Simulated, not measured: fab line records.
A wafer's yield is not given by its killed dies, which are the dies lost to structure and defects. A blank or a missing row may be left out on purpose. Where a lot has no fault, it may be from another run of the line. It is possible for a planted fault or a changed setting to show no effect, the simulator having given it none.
fab line records ; flow nandHarc
record: lots: 24; wafers: 72; lastDay: 32
route steps=1302 shown A_CONTACT@1090 A_M0@1163
lots that met no fault: from a run of the same line without faults
startH: start of the lot's first displayed wafer, in hours after the record's first day ; waitH: time in hours since the lot's previous step ; " repeats the value in the row above ; L1.1+2: a single row standing in for several wafers ; - value missing, or start not given ; * or withheld: withheld ; < > ~ a bound
route shown NAME@n: NAME is a module with steps in the file, n the number in the route of the first one ; usual: the fault-free wafers' mean and standard deviation ; same: alike in all rows ; chamber/n: place in a boat ; sites: per-site readings ; _std_site: standard deviation of those values ; _edge_site: mean of outer sites minus mean of inner sites ; radiusMm: for every site, how far away it sits from the centre of the wafer ; mask NAME#n: copy n ; behind: the most recent tool/chamber to have shaped the wafer ; hold: cause of the lot's hold/its duration in hours/its outcome ; device: the n, p or np transistor that did not switch ; end of line: the route-end tests of the same wafers ; step lacking rows: just its recipe ; killed: dies that structure and defects cost at the first sort, which is not the same as the wafer's yield ; map: dies across one wafer; x = killed, . = not, _ = none there
set.NAME: the setting the step ran with; set.NAME@STEP: the setting that earlier step ran with ; model.NAME: the simulator's own value behind a step, which no gauge read
route steps across a sampled set of lots; one table per step, one row per wafer
services: a tool's chamber out of use, with start hour (startH, from the record's first day; less than 0 if before it), hours out, and reason
== steps ==
step: NHARC_A_CONTACT_ETCH_138
recipe: sourceW: withheld; pressureMtorr: 20; biasV: 1200; timeS: 311; targetDepthA: 19140; arFlowSccm: withheld; c4f8FlowSccm: withheld; o2FlowSccm: withheld; chemistry: C4F8/O2/Ar
lot.wafer;tool;chamber;startH;waitH;rfHoursCounterH
L074.2;harCapEtch-02;1;491.87;0.2;90
L074.3;harCapEtch-02;0;491.87;0.2;-
L074.6;harCapEtch-02;0;491.87;0.2;-
L075.3;harCapEtch-02;1;498.91;0.2;-
L075.5;harCapEtch-02;0;498.91;0.2;-
L075.6;harCapEtch-02;1;498.91;0.2;-
L076.2;harCapEtch-02;1;514.68;0.2;92
L076.4;harCapEtch-02;0;514.68;0.2;-
L076.5;harCapEtch-02;0;514.68;0.2;-
L078.1;harCapEtch-01;0;516.03;0.2;6
L078.4;harCapEtch-01;1;516.03;0.2;-
L078.6;harCapEtch-01;1;516.03;0.2;-
L077.4;harCapEtch-03;1;543.86;0.2;-
L077.3;harCapEtch-03;0;543.86;0.2;-
L077.5;harCapEtch-03;1;543.86;0.2;-
L080.1;harCapEtch-02;1;548.54;0.2;98
L080.3;harCapEtch-02;0;548.54;0.2;-
L080.5;harCapEtch-02;0;548.54;0.2;-
L079.2;harCapEtch-01;1;548.90;0.2;12
L079.3;harCapEtch-01;1;548.90;0.2;-
L079.6;harCapEtch-01;1;548.90;0.2;-
L081.1;harCapEtch-03;1;574.08;0.2;63
L081.4;harCapEtch-03;1;574.08;0.2;-
L081.6;harCapEtch-03;0;574.08;0.2;-
L082.2;harCapEtch-01;0;579.81;0.2;17
L082.4;harCapEtch-01;0;579.81;0.2;-
L082.3;harCapEtch-01;1;579.81;0.2;-
L083.1;harCapEtch-03;0;590.35;0.2;67
L083.2;harCapEtch-03;1;590.35;0.2;67
L083.6;harCapEtch-03;0;590.35;0.2;-
L084.1;harCapEtch-02;1;594.79;0.2;107
L084.2;harCapEtch-02;0;594.79;0.2;107
L084.4;harCapEtch-02;0;594.79;0.2;-
L085.1;harCapEtch-01;1;598.51;0.2;23
L085.3;harCapEtch-01;1;598.51;0.2;-
L085.6;harCapEtch-01;0;598.51;0.2;-
L086.2;harCapEtch-01;1;614.34;0.2;26
L086.3;harCapEtch-01;0;614.34;0.2;-
L086.6;harCapEtch-01;1;614.34;0.2;-
L087.1;harCapEtch-01;0;616.68;0.2;28
L087.2;harCapEtch-01;1;616.68;0.2;28
L087.3;harCapEtch-01;0;616.68;0.2;-
L088.2;harCapEtch-02;0;622.75;0.2;114
L088.4;harCapEtch-02;0;622.75;0.2;-
L088.5;harCapEtch-02;0;622.75;0.2;-
L089.3;harCapEtch-03;0;625.01;0.2;-
L089.4;harCapEtch-03;1;625.01;0.2;-
L089.6;harCapEtch-03;1;625.01;0.2;-
L090.3;harCapEtch-02;1;631.92;0.2;-
L090.4;harCapEtch-02;0;631.92;0.2;-
L090.6;harCapEtch-02;1;631.92;0.2;-
L092.3;harCapEtch-01;0;663.94;0.2;-
L092.5;harCapEtch-01;1;663.94;0.2;-
L092.6;harCapEtch-01;0;663.94;0.2;-
L091.1;harCapEtch-02;1;666.07;0.2;119
L091.6;harCapEtch-02;1;666.07;0.2;-
L091.5;harCapEtch-02;0;666.07;0.2;-
L094.4;harCapEtch-03;0;692.73;0.2;-
L094.5;harCapEtch-03;1;692.73;0.2;-
L094.6;harCapEtch-03;0;692.73;0.2;-
L093.2;harCapEtch-01;1;694.24;0.2;39
L093.4;harCapEtch-01;0;694.24;0.2;-
L093.3;harCapEtch-01;1;694.24;0.2;-
L096.2;harCapEtch-02;0;705.64;0.2;126
L096.1;harCapEtch-02;1;705.64;0.2;126
L096.4;harCapEtch-02;1;705.64;0.2;-
L095.2;harCapEtch-01;1;709.92;0.3;42
L095.4;harCapEtch-01;0;709.92;0.3;-
L095.5;harCapEtch-01;1;709.92;0.3;-
L097.2;harCapEtch-03;0;716.53;0.2;91
L097.1;harCapEtch-03;1;716.53;0.2;91
L097.3;harCapEtch-03;1;716.53;0.2;-
step: NHARC_A_CONTACT_ETCH_139
recipe: sourceW: withheld; pressureMtorr: 20; biasV: 400; timeS: 195; targetDepthA: 8400; arFlowSccm: withheld; c4f8FlowSccm: 11.5; o2FlowSccm: 7.2; chemistry: C4F8/O2/Ar
lot.wafer;tool;chamber;startH;waitH;rfHoursCounterH
L074.2;harCapEtch-02;1;492.14;0.2;90
L074.3;harCapEtch-02;0;492.14;0.2;-
L074.6;harCapEtch-02;0;492.14;0.2;-
L075.3;harCapEtch-02;1;499.18;0.2;-
L075.5;harCapEtch-02;0;499.18;0.2;-
L075.6;harCapEtch-02;1;499.18;0.2;-
L076.2;harCapEtch-02;1;514.95;0.2;92
L076.4;harCapEtch-02;0;514.95;0.2;-
L076.5;harCapEtch-02;0;514.95;0.2;-
L078.1;harCapEtch-01;0;516.30;0.2;7
L078.4;harCapEtch-01;1;516.30;0.2;-
L078.6;harCapEtch-01;1;516.30;0.2;-
L077.4;harCapEtch-03;1;544.13;0.2;-
L077.3;harCapEtch-03;0;544.13;0.2;-
L077.5;harCapEtch-03;1;544.13;0.2;-
L080.1;harCapEtch-02;1;548.81;0.2;98
L080.3;harCapEtch-02;0;548.81;0.2;-
L080.5;harCapEtch-02;0;548.81;0.2;-
L079.2;harCapEtch-01;1;549.17;0.2;12
L079.3;harCapEtch-01;1;549.17;0.2;-
L079.6;harCapEtch-01;1;549.17;0.2;-
L081.1;harCapEtch-03;1;574.35;0.2;64
L081.4;harCapEtch-03;1;574.35;0.2;-
L081.6;harCapEtch-03;0;574.35;0.2;-
L082.2;harCapEtch-01;0;580.08;0.2;17
L082.4;harCapEtch-01;0;580.08;0.2;-
L082.3;harCapEtch-01;1;580.08;0.2;-
L083.1;harCapEtch-03;0;590.62;0.2;67
L083.2;harCapEtch-03;1;590.62;0.2;67
L083.6;harCapEtch-03;0;590.62;0.2;-
L084.1;harCapEtch-02;1;595.06;0.2;107
L084.2;harCapEtch-02;0;595.06;0.2;107
L084.4;harCapEtch-02;0;595.06;0.2;-
L085.1;harCapEtch-01;1;598.78;0.2;23
L085.3;harCapEtch-01;1;598.78;0.2;-
L085.6;harCapEtch-01;0;598.78;0.2;-
L086.2;harCapEtch-01;1;614.62;0.2;26
L086.3;harCapEtch-01;0;614.62;0.2;-
L086.6;harCapEtch-01;1;614.62;0.2;-
L087.1;harCapEtch-01;0;616.95;0.2;28
L087.2;harCapEtch-01;1;616.95;0.2;28
L087.3;harCapEtch-01;0;616.95;0.2;-
L088.2;harCapEtch-02;0;623.03;0.2;114
L088.4;harCapEtch-02;0;623.03;0.2;-
L088.5;harCapEtch-02;0;623.03;0.2;-
L089.3;harCapEtch-03;0;625.29;0.2;-
L089.4;harCapEtch-03;1;625.29;0.2;-
L089.6;harCapEtch-03;1;625.29;0.2;-
L090.3;harCapEtch-02;1;632.19;0.2;-
L090.4;harCapEtch-02;0;632.19;0.2;-
L090.6;harCapEtch-02;1;632.19;0.2;-
L092.3;harCapEtch-01;0;664.21;0.2;-
L092.5;harCapEtch-01;1;664.21;0.2;-
L092.6;harCapEtch-01;0;664.21;0.2;-
L091.1;harCapEtch-02;1;666.35;0.2;119
L091.6;harCapEtch-02;1;666.35;0.2;-
L091.5;harCapEtch-02;0;666.35;0.2;-
L094.4;harCapEtch-03;0;693.01;0.2;-
L094.5;harCapEtch-03;1;693.01;0.2;-
L094.6;harCapEtch-03;0;693.01;0.2;-
L093.2;harCapEtch-01;1;694.51;0.2;39
L093.4;harCapEtch-01;0;694.51;0.2;-
L093.3;harCapEtch-01;1;694.51;0.2;-
L096.2;harCapEtch-02;0;705.91;0.2;126
L096.1;harCapEtch-02;1;705.91;0.2;126
L096.4;harCapEtch-02;1;705.91;0.2;-
L095.2;harCapEtch-01;1;710.28;0.3;42
L095.4;harCapEtch-01;0;710.28;0.3;-
L095.5;harCapEtch-01;1;710.28;0.3;-
L097.2;harCapEtch-03;0;716.81;0.2;91
L097.1;harCapEtch-03;1;716.81;0.2;91
L097.3;harCapEtch-03;1;716.81;0.2;-
step: NHARC_A_CONTACT_ALD_18
recipe: targetThkA: 30; pulseTimeS: 1; aldCycles: 150; tempC: 450; material: TiN
usual: heaterPowerW: 1101/98; precursorPulseHeightRel: 0.997/0.02
lot.wafer;tool;chamber;startH;waitH;heaterPowerW;precursorPulseHeightRel
L074.2;aldMetal-02;1;493.97;-;1080;0.982
L074.3;aldMetal-02;3;493.97;-;1007;1.031
L074.6;aldMetal-02;1;493.97;-;1061;0.977
L075.3;aldMetal-03;0;500.93;-;1084;1.003
L075.6;aldMetal-03;3;500.93;-;942;0.992
L075.5;aldMetal-03;0;500.93;-;1103;0.991
L076.2;aldMetal-02;3;516.65;-;988;0.999
L076.4;aldMetal-02;1;516.65;-;1057;0.995
L076.5;aldMetal-02;3;516.65;-;989;0.942
L078.4;aldMetal-03;0;518.02;-;1082;1.010
L078.1;aldMetal-03;1;518.02;-;1137;0.955
L078.6;aldMetal-03;3;518.02;-;977;0.974
L077.3;aldMetal-04;2;545.79;-;1109;1.004
L077.4;aldMetal-04;3;545.79;-;1096;0.997
L077.5;aldMetal-04;2;545.79;-;1149;0.988
L080.1;aldMetal-04;1;550.56;-;1008;1.025
L080.3;aldMetal-04;0;550.56;-;999;0.984
L080.5;aldMetal-04;1;550.56;-;995;0.990
L079.2;aldMetal-02;0;550.91;-;1116;0.975
L079.3;aldMetal-02;2;550.91;-;1279;1.027
L079.6;aldMetal-02;0;550.91;-;1119;1.011
L081.4;aldMetal-04;1;576.09;-;984;1.011
L081.1;aldMetal-04;2;576.09;-;1081;0.955
L081.6;aldMetal-04;1;576.09;-;1005;0.998
L082.2;aldMetal-02;1;581.87;-;1090;0.949
L082.3;aldMetal-02;2;581.87;-;1297;0.997
L082.4;aldMetal-02;1;581.87;-;1107;0.990
L083.2;aldMetal-03;0;592.32;-;1136;0.980
L083.1;aldMetal-03;3;592.32;-;995;0.997
L083.6;aldMetal-03;1;592.32;-;1108;1.049
L084.4;aldMetal-03;3;596.84;-;988;0.984
L084.1;aldMetal-03;0;596.84;-;1102;1.033
L084.2;aldMetal-03;1;596.84;-;1147;1.008
L085.3;aldMetal-04;0;600.59;-;1012;1.011
L085.1;aldMetal-04;2;600.59;-;1095;0.962
L085.6;aldMetal-04;1;600.59;-;956;0.998
L086.3;aldMetal-02;0;617.12;-;1157;0.973
L086.2;aldMetal-02;2;617.12;-;1342;1.033
L086.6;aldMetal-02;0;617.12;-;1151;1.004
L087.2;aldMetal-03;0;618.96;-;1107;0.986
L087.3;aldMetal-03;1;618.96;-;1153;0.996
L087.1;aldMetal-03;3;618.96;-;1012;0.970
L088.2;aldMetal-04;0;624.74;-;1015;1.003
L088.4;aldMetal-04;1;624.74;-;972;0.993
L088.5;aldMetal-04;2;624.74;-;1099;0.987
L089.3;aldMetal-03;1;626.95;-;1159;0.998
L089.4;aldMetal-03;3;626.95;-;1015;1.005
L089.6;aldMetal-03;1;626.95;-;1176;1.002
L090.4;aldMetal-02;2;633.84;-;1302;0.995
L090.3;aldMetal-02;3;633.84;-;970;1.008
L090.6;aldMetal-02;2;633.84;-;1341;0.974
L092.3;aldMetal-03;0;665.80;-;1068;0.985
L092.6;aldMetal-03;0;665.80;-;1096;1.024
L092.5;aldMetal-03;1;665.80;-;1181;1.000
L091.1;aldMetal-03;2;668.06;-;1151;0.997
L091.6;aldMetal-03;2;668.06;-;1188;0.983
L091.5;aldMetal-03;3;668.06;-;995;1.010
L094.4;aldMetal-03;2;694.65;-;1134;1.006
L094.5;aldMetal-03;0;694.65;-;1152;0.988
L094.6;aldMetal-03;1;694.65;-;1153;0.994
L093.3;aldMetal-04;3;696.18;-;1090;0.962
L093.4;aldMetal-04;0;696.18;-;990;0.980
L093.2;aldMetal-04;1;696.18;-;1102;0.986
L096.1;aldMetal-03;3;707.95;-;1015;1.028
L096.2;aldMetal-03;0;707.95;-;1097;1.007
L096.4;aldMetal-03;1;707.95;-;1153;0.986
L095.2;aldMetal-02;3;712.14;-;973;0.967
L095.4;aldMetal-02;1;712.14;-;1033;1.018
L095.5;aldMetal-02;2;712.14;-;1369;1.003
L097.1;aldMetal-02;2;718.54;-;1360;0.969
L097.3;aldMetal-02;3;718.54;-;985;1.035
L097.2;aldMetal-02;1;718.54;-;1065;0.997
step: NHARC_A_CONTACT_CVD_19
recipe: targetThkA: 3000; tempC: 300; pressureTorr: 40; wf6FlowSccm: 40; h2FlowSccm: 1600; arFlowSccm: 1560; timeS: 802; material: W
usual: chamberPressureTorr: 40.00/0.085; heaterPowerW: 440/14; throttleValvePct: 7.92/0.26
lot.wafer;tool;chamber;startH;waitH;chamberPressureTorr;heaterPowerW;throttleValvePct
L074.2;cvdW-02;1;-;-;39.94;434;8.01
L074.3;cvdW-02;0;-;-;40.03;418;8.26
L074.6;cvdW-02;1;-;-;39.94;423;8.03
L075.3;cvdW-02;1;-;-;39.89;417;7.99
L075.6;cvdW-02;0;-;-;40.00;426;8.24
L075.5;cvdW-02;1;-;-;39.88;429;7.75
L076.2;cvdW-01;0;-;-;39.99;476;7.83
L076.4;cvdW-01;1;-;-;40.05;472;7.80
L076.5;cvdW-01;0;-;-;39.99;467;7.73
L078.1;cvdW-02;1;-;-;40.02;430;7.90
L078.4;cvdW-02;1;-;-;39.86;433;8.03
L078.6;cvdW-02;1;-;-;39.93;433;8.02
L077.3;cvdW-02;0;-;-;40.08;429;8.28
L077.4;cvdW-02;1;-;-;39.95;432;7.95
L077.5;cvdW-02;1;-;-;40.03;432;7.97
L080.1;cvdW-02;0;-;-;40.04;419;8.23
L080.3;cvdW-02;1;-;-;40.06;432;7.99
L080.5;cvdW-02;1;-;-;40.07;441;7.90
L079.2;cvdW-01;1;-;-;39.95;459;7.67
L079.3;cvdW-01;1;-;-;39.99;449;7.44
L079.6;cvdW-01;1;-;-;40.05;450;7.73
L081.1;cvdW-02;1;-;-;40.04;449;7.79
L081.4;cvdW-02;0;-;-;39.96;420;8.56
L081.6;cvdW-02;1;-;-;40.05;434;8.17
L082.2;cvdW-02;1;-;-;39.87;430;8.13
L082.3;cvdW-02;1;-;-;39.92;435;8.15
L082.4;cvdW-02;0;-;-;40.12;427;8.13
L083.2;cvdW-01;0;-;-;39.87;442;7.96
L083.1;cvdW-01;1;-;-;40.10;435;7.52
L083.6;cvdW-01;0;-;-;40.03;439;7.72
L084.2;cvdW-02;1;-;-;40.05;435;8.21
L084.1;cvdW-02;0;-;-;40.04;418;8.39
L084.4;cvdW-02;1;-;-;40.10;426;8.27
L085.1;cvdW-01;0;-;-;39.85;446;7.77
L085.3;cvdW-01;1;-;-;39.75;448;7.68
L085.6;cvdW-01;0;-;-;39.95;441;7.85
L086.2;cvdW-01;0;-;-;40.04;453;7.77
L086.3;cvdW-01;0;-;-;40.12;448;7.77
L086.6;cvdW-01;0;-;-;40.06;445;7.57
L087.2;cvdW-01;0;-;-;39.98;447;7.95
L087.1;cvdW-01;1;-;-;40.15;458;7.59
L087.3;cvdW-01;0;-;-;40.01;450;7.94
L088.2;cvdW-02;1;-;-;40.01;429;7.81
L088.4;cvdW-02;1;-;-;39.97;430;7.96
L088.5;cvdW-02;0;-;-;39.80;427;7.96
L089.4;cvdW-01;0;-;-;39.93;444;7.83
L089.3;cvdW-01;1;-;-;40.07;460;7.56
L089.6;cvdW-01;1;-;-;39.92;454;7.48
L090.4;cvdW-01;1;-;-;39.90;447;7.92
L090.3;cvdW-01;0;-;-;40.15;450;8.16
L090.6;cvdW-01;0;-;-;40.00;440;7.84
L092.3;cvdW-02;1;-;-;39.94;434;8.12
L092.5;cvdW-02;0;-;-;39.98;440;7.94
L092.6;cvdW-02;1;-;-;39.85;436;7.80
L091.1;cvdW-01;0;-;-;39.99;436;7.74
L091.5;cvdW-01;1;-;-;39.99;462;7.43
L091.6;cvdW-01;0;-;-;40.00;450;7.86
L094.4;cvdW-01;0;-;-;40.11;442;8.20
L094.5;cvdW-01;0;-;-;39.97;453;7.96
L094.6;cvdW-01;1;-;-;40.04;457;7.71
L093.2;cvdW-02;1;-;-;39.81;439;7.83
L093.3;cvdW-02;1;-;-;39.95;429;7.83
L093.4;cvdW-02;0;-;-;40.05;429;7.98
L096.1;cvdW-02;0;-;-;39.97;442;8.09
L096.2;cvdW-02;1;-;-;39.99;434;8.02
L096.4;cvdW-02;1;-;-;40.09;444;7.86
L095.2;cvdW-02;1;-;-;40.09;445;8.05
L095.4;cvdW-02;1;-;-;39.92;427;7.70
L095.5;cvdW-02;1;-;-;40.15;430;7.97
L097.2;cvdW-01;0;-;-;40.06;443;7.94
L097.1;cvdW-01;1;-;-;40.03;438;7.30
L097.3;cvdW-01;1;-;-;40.11;457;7.77
step: NHARC_A_M0_THK_MEAS_24
recipe: thkMeasGauge: xrf
usual: thkNm: 113.9/1.7
lot.wafer;tool;chamber;startH;waitH;thkNm
L074.2;filmMetro-02;-;502.82;-;115.8
L074.3;filmMetro-02;-;502.82;-;112.8
L074.6;filmMetro-02;-;502.82;-;111.6
L075.3;filmMetro-01;-;509.68;-;113.1
L075.5;filmMetro-01;-;509.68;-;113.1
L075.6;filmMetro-01;-;509.68;-;109.5
L076.2;filmMetro-01;-;525.19;-;112.3
L076.4;filmMetro-01;-;525.19;-;113.1
L076.5;filmMetro-01;-;525.19;-;112.1
L078.1;filmMetro-02;-;526.41;-;114.0
L078.4;filmMetro-02;-;526.41;-;113.0
L078.6;filmMetro-02;-;526.41;-;112.3
L077.3;filmMetro-02;-;555.39;-;115.8
L077.4;filmMetro-02;-;555.39;-;115.1
L077.5;filmMetro-02;-;555.39;-;113.2
L080.1;filmMetro-01;-;559.13;-;115.5
L080.3;filmMetro-01;-;559.13;-;117.2
L080.5;filmMetro-01;-;559.13;-;114.8
L079.2;filmMetro-01;-;559.48;-;112.5
L079.3;filmMetro-01;-;559.48;-;114.9
L079.6;filmMetro-01;-;559.48;-;113.8
L081.1;filmMetro-02;-;584.59;-;113.2
L081.4;filmMetro-02;-;584.59;-;115.0
L081.6;filmMetro-02;-;584.59;-;116.4
L082.2;filmMetro-02;-;590.47;-;115.7
L082.3;filmMetro-02;-;590.47;-;113.6
L082.4;filmMetro-02;-;590.47;-;113.1
L083.1;filmMetro-02;-;600.72;-;114.9
L083.2;filmMetro-02;-;600.72;-;113.9
L083.6;filmMetro-02;-;600.72;-;113.7
L084.1;filmMetro-01;-;605.76;-;114.4
L084.2;filmMetro-01;-;605.76;-;109.7
L084.4;filmMetro-01;-;605.76;-;114.8
L085.1;filmMetro-01;-;609.06;-;113.5
L085.3;filmMetro-01;-;609.06;-;116.0
L085.6;filmMetro-01;-;609.06;-;114.4
L086.2;filmMetro-01;-;625.49;-;115.4
L086.3;filmMetro-01;-;625.49;-;115.0
L086.6;filmMetro-01;-;625.49;-;114.3
L087.1;filmMetro-01;-;627.60;-;113.7
L087.2;filmMetro-01;-;627.60;-;115.6
L087.3;filmMetro-01;-;627.60;-;115.2
L088.2;filmMetro-02;-;633.09;-;112.3
L088.4;filmMetro-02;-;633.09;-;111.4
L088.5;filmMetro-02;-;633.09;-;110.1
L089.3;filmMetro-02;-;635.45;-;114.6
L089.4;filmMetro-02;-;635.45;-;113.5
L089.6;filmMetro-02;-;635.45;-;115.7
L090.3;filmMetro-02;-;642.35;-;118.2
L090.4;filmMetro-02;-;642.35;-;117.0
L090.6;filmMetro-02;-;642.35;-;115.5
L092.3;filmMetro-01;-;674.07;-;114.8
L092.5;filmMetro-01;-;674.07;-;116.4
L092.6;filmMetro-01;-;674.07;-;113.2
L091.1;filmMetro-02;-;676.49;-;116.1
L091.5;filmMetro-02;-;676.49;-;114.6
L091.6;filmMetro-02;-;676.49;-;115.6
L094.4;filmMetro-02;-;703.03;-;113.6
L094.5;filmMetro-02;-;703.03;-;110.7
L094.6;filmMetro-02;-;703.03;-;115.2
L093.2;filmMetro-02;-;704.56;-;113.0
L093.3;filmMetro-02;-;704.56;-;113.0
L093.4;filmMetro-02;-;704.56;-;116.0
L096.1;filmMetro-01;-;716.96;-;113.4
L096.2;filmMetro-01;-;716.96;-;111.1
L096.4;filmMetro-01;-;716.96;-;111.2
L095.2;filmMetro-02;-;721.19;-;113.6
L095.4;filmMetro-02;-;721.19;-;115.3
L095.5;filmMetro-02;-;721.19;-;117.1
L097.1;filmMetro-02;-;727.19;-;114.7
L097.2;filmMetro-02;-;727.19;-;110.9
L097.3;filmMetro-02;-;727.19;-;114.6
step: NHARC_A_M0_DEP_32
recipe: targetThkA: 300; tempC: 370; targetThkNm: 30; pressureTorr: 3; flowSccm: 200; rfW: 450; material: SiCN
usual: chamberPressureTorr: 2.999/0.0063; heaterPowerW: 577/71
lot.wafer;tool;chamber;startH;waitH;chamberPressureTorr;heaterPowerW
L074.2;pecvd-02;1;503.19;0.1;3.005;569
L074.3;pecvd-02;2;503.19;0.1;3.007;566
L074.6;pecvd-02;2;503.19;0.1;3.009;571
L075.3;pecvd-01;2;510.03;0.1;2.999;589
L075.6;pecvd-01;2;510.03;0.1;3.001;593
L075.5;pecvd-01;0;510.03;0.1;3.006;641
L076.2;pecvd-01;1;525.58;0.1;2.999;598
L076.5;pecvd-01;0;525.58;0.1;2.990;556
L076.4;pecvd-01;1;525.58;0.1;2.987;598
L078.1;pecvd-04;2;526.75;0.1;2.998;544
L078.6;pecvd-04;1;526.75;0.1;2.988;395
L078.4;pecvd-04;0;526.75;0.1;2.991;571
L077.3;pecvd-04;2;555.73;0.1;3.012;575
L077.4;pecvd-04;1;555.73;0.1;2.989;462
L077.5;pecvd-04;0;555.73;0.1;3.010;629
L080.3;pecvd-04;2;559.48;0.1;3.000;499
L080.1;pecvd-04;0;559.48;0.1;2.988;630
L080.5;pecvd-04;1;559.48;0.1;2.990;444
L079.2;pecvd-02;1;559.78;0.1;3.006;563
L079.3;pecvd-02;0;559.78;0.1;3.006;676
L079.6;pecvd-02;0;559.78;0.1;2.996;685
L081.1;pecvd-02;0;584.98;0.1;3.004;601
L081.4;pecvd-02;1;584.98;0.1;2.991;564
L081.6;pecvd-02;0;584.98;0.1;2.995;628
L082.3;pecvd-02;0;590.77;0.1;3.006;637
L082.2;pecvd-02;2;590.77;0.1;3.004;664
L082.4;pecvd-02;0;590.77;0.1;2.995;618
L083.1;pecvd-04;0;601.02;0.1;3.000;555
L083.2;pecvd-04;1;601.02;0.1;3.004;433
L083.6;pecvd-04;1;601.02;0.1;3.004;439
L084.2;pecvd-04;0;606.10;0.1;2.993;590
L084.1;pecvd-04;1;606.10;0.1;2.996;468
L084.4;pecvd-04;1;606.10;0.1;2.998;460
L085.1;pecvd-02;1;609.37;0.1;3.000;576
L085.3;pecvd-02;0;609.37;0.1;3.004;594
L085.6;pecvd-02;0;609.37;0.1;2.990;588
L086.3;pecvd-04;2;625.79;0.1;2.999;566
L086.2;pecvd-04;0;625.79;0.1;2.999;694
L086.6;pecvd-04;0;625.79;0.1;3.003;697
L087.3;pecvd-02;0;627.91;0.1;3.007;669
L087.2;pecvd-02;1;627.91;0.1;3.000;626
L087.1;pecvd-02;2;627.91;0.1;3.004;600
L088.2;pecvd-01;2;633.44;0.1;3.007;551
L088.5;pecvd-01;1;633.44;0.1;2.999;546
L088.4;pecvd-01;0;633.44;0.1;2.998;656
L089.3;pecvd-01;2;635.84;0.1;2.994;530
L089.6;pecvd-01;0;635.84;0.1;2.987;639
L089.4;pecvd-01;2;635.84;0.1;3.001;540
L090.3;pecvd-02;0;642.65;0.1;2.998;665
L090.4;pecvd-02;0;642.65;0.1;2.994;675
L090.6;pecvd-02;1;642.65;0.1;3.006;639
L092.3;pecvd-04;2;674.37;0.1;3.003;599
L092.6;pecvd-04;2;674.37;0.1;2.999;590
L092.5;pecvd-04;0;674.37;0.1;2.997;681
L091.1;pecvd-02;1;677.00;0.1;3.002;617
L091.6;pecvd-02;2;677.00;0.1;2.994;594
L091.5;pecvd-02;0;677.00;0.1;3.004;631
L094.6;pecvd-04;1;703.46;0.2;2.996;427
L094.5;pecvd-04;2;703.46;0.2;3.012;578
L094.4;pecvd-04;0;703.46;0.2;3.005;626
L093.2;pecvd-02;2;704.87;0.1;3.004;619
L093.3;pecvd-02;1;704.87;0.1;3.000;532
L093.4;pecvd-02;2;704.87;0.1;3.008;610
L096.1;pecvd-01;0;717.38;0.1;2.990;557
L096.2;pecvd-01;1;717.38;0.1;3.009;568
L096.4;pecvd-01;1;717.38;0.1;2.992;578
L095.2;pecvd-04;0;721.49;0.1;2.998;675
L095.4;pecvd-04;0;721.49;0.1;2.993;676
L095.5;pecvd-04;1;721.49;0.1;3.010;430
L097.2;pecvd-02;0;727.49;0.1;2.999;571
L097.3;pecvd-02;1;727.49;0.1;3.005;576
L097.1;pecvd-02;2;727.49;0.1;2.988;589
== services ==
tool;chamber;startH;hours;kind
aldMetal-04;1;470.04;3.0;repair
harCapEtch-01;-;473.00;17.0;pm
aldMetal-03;-;515.21;1.1;repair
cvdW-01;-;523.00;13.0;pm
pecvd-02;-;532.35;2.1;repair
aldMetal-03;-;544.00;10.0;pm
aldMetal-02;-;556.43;0.4;repair
pecvd-02;-;565.66;13.0;pm
aldMetal-02;-;586.05;10.0;pm
cvdW-02;1;598.43;4.4;repair
cvdW-02;-;607.00;13.0;pm
pecvd-04;-;607.49;13.0;pm
cvdW-01;1;610.17;2.7;repair
aldMetal-04;-;628.00;10.0;pm
harCapEtch-03;-;638.46;0.5;repair
cvdW-02;0;643.48;18.5;repair
cvdW-01;-;662.05;4.4;repair
cvdW-02;1;676.62;8.2;repair
aldMetal-03;-;697.33;1.2;repair
cvdW-01;0;697.69;11.7;repair
cvdW-01;1;698.86;2.2;repair
pecvd-04;2;700.54;2.5;repair
cvdW-01;-;704.00;13.0;pm
aldMetal-03;-;722.00;10.0;pm
== key ==
fault none
